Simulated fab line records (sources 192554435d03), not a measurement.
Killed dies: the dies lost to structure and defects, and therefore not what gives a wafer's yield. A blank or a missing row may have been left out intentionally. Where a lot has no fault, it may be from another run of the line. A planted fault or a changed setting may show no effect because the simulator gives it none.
A lot that was struck, set against a sound lot    flow n5-finfet    16 out of 1938 route steps
Sound: these wafers, L896.1, L896.2, L896.6. Struck: wafer L904.2; the same lot's L904.6 was not struck, so it is left out; see the end for the cause.
At each step with rows: each side's tool, then ch and its chambers, then its first start. Under that, the readings that differ: sound wafers    struck wafers    difference of the means    sigmas: that difference in standard deviations of wafers without a fault.
alike: readings whose means differ by less than 2 such deviations, and words and numbers that are the same on both sides. not compared: withheld readings, readings that some wafer has no value for, bounds like >300 that may hide the same value, and numbers for which the record gives no deviation and whose values overlap.
The two part at a step that has a row with sigmas, a row that says differs or no value, or rows on one side only. Non-overlapping numbers with no deviation appear without sigmas and do not part them. A reading that every wafer of one side lacks parts them only if that side has two wafers or more.

first, 2 steps without rows for these wafers: N5_BEOL_M3_SPUTTER_90 (material Cu, target thk 4.5 nm, time 8.29 s); N5_BEOL_M3_ANNEAL_91 (time 240 s).
N5_BEOL_M3_SPUTTER_92: material Cu, target thk 4.5 nm, time 8.29 s.
  sound on pvd-sputter-03 at day 8 09:17; struck on pvd-sputter-01 at day 10 19:00
  alike: chuck-sensor-temp-C, throttle-valve-pct
then, 2 steps without rows for these wafers: N5_BEOL_M3_ANNEAL_93 (time 240 s); N5_BEOL_M3_SPUTTER_94 (material Cu, target thk 4.5 nm, time 8.29 s).
N5_BEOL_M3_ANNEAL_95: time 240 s.
  sound on pvd-sputter-03 at day 8 09:35; struck on pvd-sputter-01 at day 10 19:18
  alike: heater-power-w
N5_BEOL_M3_SPUTTER_96: material Cu, target thk 4.5 nm, time 8.29 s.
  sound on pvd-sputter-03 at day 8 09:44; struck on pvd-sputter-01 at day 10 19:26
  alike: chuck-sensor-temp-C, throttle-valve-pct
then, 1 step without rows for these wafers: N5_BEOL_M3_ECD_50 (material Cu, target thk 300 nm).
N5_BEOL_M3_ANNEAL_51: time 90 s.
  sound on rtp-anneal-02 ch 0, day 8 09:55; struck on rtp-anneal-02 ch 0, day 10 19:41
  alike: wafer_temp_C_max
then, 1 step without rows for these wafers: N5_BEOL_M3_CMP_52 (polishes, stops on SiOC, t overpolish 6.8 s, target thk 40 nm).
N5_BEOL_M3_THK_MEAS_53: measures by xrf.
  sound on film-metro-02 at day 8 10:31; struck on film-metro-02 at day 10 20:13
  alike: M3_THK
N5_BEOL_M3_PRE_CLEAN_60: time 15 s.
  sound on cvd-co-01 ch 0,1,2, day 8 10:33; struck on cvd-co-01 ch 1, day 10 20:16
  alike: heater-power-w
N5_BEOL_M3_CO_CAP_55: material Co, precursor CCTBA/H2, target thk 2 nm, time 102.1 s.
  sound on cvd-co-01 ch 0,1,2, day 8 10:35; struck on cvd-co-01 ch 1, day 10 20:18
reading                                    sound              struck  difference  sigmas
run-length-s (s)                           125.9 124.7 124.7  158.7   +33.6       +56
model.Co_of_BEOL_M3_CO_CAP_55.thk-nm (nm)  2 1.8 1.8          2.6     +0.7        
  alike: heater-power-w
then, 1 step without rows for these wafers: N5_BEOL_M3_PRE_CLEAN_56 (time 15 s).
N5_BEOL_M4_RC_MEAS_101:
  sound on prober-02 ch 0, day 9 08:45; struck on prober-01 ch 0, day 11 10:56
reading        sound           struck  difference  sigmas
SS_P (mV/dec)  73.5 74.7 74.0  72.7    -1.4        -2
  alike: DIBL_N, DIBL_P, IOFF_N, IOFF_P, ION_N, ION_P, SS_N, VT_N, VT_P
after that, 1 step had no rows for these wafers: N5_PASSIVATION_PROBE_49.

== WHERE THEY PART ==
First at N5_BEOL_M3_CO_CAP_55; last, within this record, at N5_BEOL_M4_RC_MEAS_101.

WHY: the cause the simulator had injected
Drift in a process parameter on cvd-co-01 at N5_BEOL_M3_CO_CAP_55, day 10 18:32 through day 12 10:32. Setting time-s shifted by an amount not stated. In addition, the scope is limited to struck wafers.
